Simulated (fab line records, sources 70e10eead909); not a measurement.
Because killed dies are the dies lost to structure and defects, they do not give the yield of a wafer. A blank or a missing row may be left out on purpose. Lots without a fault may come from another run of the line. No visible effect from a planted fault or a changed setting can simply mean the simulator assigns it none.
What tool caused it? || flow nand_harc || 7 lots, 21 wafers sampled, at 3 steps of a route of 1302

## WHAT EACH GAUGE READ, for each wafer
NHARC_P_M1_CD_MEAS_09: target cd 130 nm.
{"lot": "L414", "measured": "day 6 12:19", "on": "cd_sem-02", "cd_nm (nm)": "129.4 130.3 129.2"}
{"lot": "L417", "measured": "day 7 22:51", "on": "cd_sem-02", "cd_nm (nm)": "128.6 130.6 129.7"}
{"lot": "L420", "measured": "day 9 02:58", "on": "cd_sem-01", "cd_nm (nm)": "129.9 129.5 129.4"}
{"lot": "L425", "measured": "day 11 02:02", "on": "cd_sem-02", "cd_nm (nm)": "128.9 130.0 129.2"}
{"lot": "L428", "measured": "day 12 09:07", "on": "cd_sem-01", "cd_nm (nm)": "148.4 149.4 148.4"}
{"lot": "L433", "measured": "day 14 13:13", "on": "cd_sem-01", "cd_nm (nm)": "129.7 128.5 129.3"}
{"lot": "L436", "measured": "day 16 01:31", "on": "cd_sem-03", "cd_nm (nm)": "128.2 129.4 130.2"}

## TOOL THAT RAN EACH LOT (tool first, then ch and the chambers of the sampled wafers, then the start)
{"lot": "L414", "NHARC_P_M0_DEGAS_28": "pvd_sputter-03, day 6 09:22", "NHARC_P_M1_PEB_07": "litho_track-06 ch 0, day 6 12:14"}
{"lot": "L417", "NHARC_P_M0_DEGAS_28": "pvd_sputter-01, day 7 17:58", "NHARC_P_M1_PEB_07": "litho_track-01 ch 0, day 7 22:46"}
{"lot": "L420", "NHARC_P_M0_DEGAS_28": "pvd_sputter-01, day 8 23:55", "NHARC_P_M1_PEB_07": "litho_track-06 ch 0, day 9 02:53"}
{"lot": "L425", "NHARC_P_M0_DEGAS_28": "pvd_sputter-01, day 10 23:04", "NHARC_P_M1_PEB_07": "litho_track-04 ch 0, day 11 01:58"}
{"lot": "L428", "NHARC_P_M0_DEGAS_28": "pvd_sputter-03, day 12 06:09", "NHARC_P_M1_PEB_07": "litho_track-04 ch 0, day 12 09:02"}
{"lot": "L433", "NHARC_P_M0_DEGAS_28": "pvd_sputter-03, day 14 10:04", "NHARC_P_M1_PEB_07": "litho_track-06 ch 0, day 14 13:08"}
{"lot": "L436", "NHARC_P_M0_DEGAS_28": "pvd_sputter-01, day 15 22:42", "NHARC_P_M1_PEB_07": "litho_track-01 ch 0, day 16 01:26"}
- NHARC_P_M0_DEGAS_28: time 60 s.
- NHARC_P_M1_PEB_07: peb time 65 s.

## THE ANSWER, worked out from the rows above alone
Rule: what is usual is taken from the lots themselves. Put in order of their means at a reading, lots are off if they are a third of the lots or fewer, leave a main group of 4 or more, and stand apart from it by a gap of 3 or more times the standard deviation of the main group's means; of several such gaps the widest counts. A main group whose means are all the same, to the digits that the tables above print for the reading, isn't used. A lot without any number at a reading at which 4 lots or more have one is off too. Any other lot the step has rows for is counted as sound.
Off, at NHARC_P_M1_CD_MEAS_09 on cd_nm: L428. Mean 129.4 nm and standard deviation 0.19 in the main group.
A tool fits if, at a process step before that reading, it ran every lot that is off, and no sound lot after the first of them. Gauges at NHARC_P_M1_CD_MEAS_09: tried the same way as those tools. One candidate fits, namely litho_track-04 at NHARC_P_M1_PEB_07. A fault onset in the window from L425 (day 11 01:58, its last sound lot) to L428 (day 12 09:02, its first lot off) fits.

## WHAT THE SIMULATOR HAD PUT IN
Process parameter drift: litho_track-04, from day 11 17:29 on, at NHARC_P_M1_PEB_07. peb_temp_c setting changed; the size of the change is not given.
Lots struck among those shown: L428. The rule above found the same.
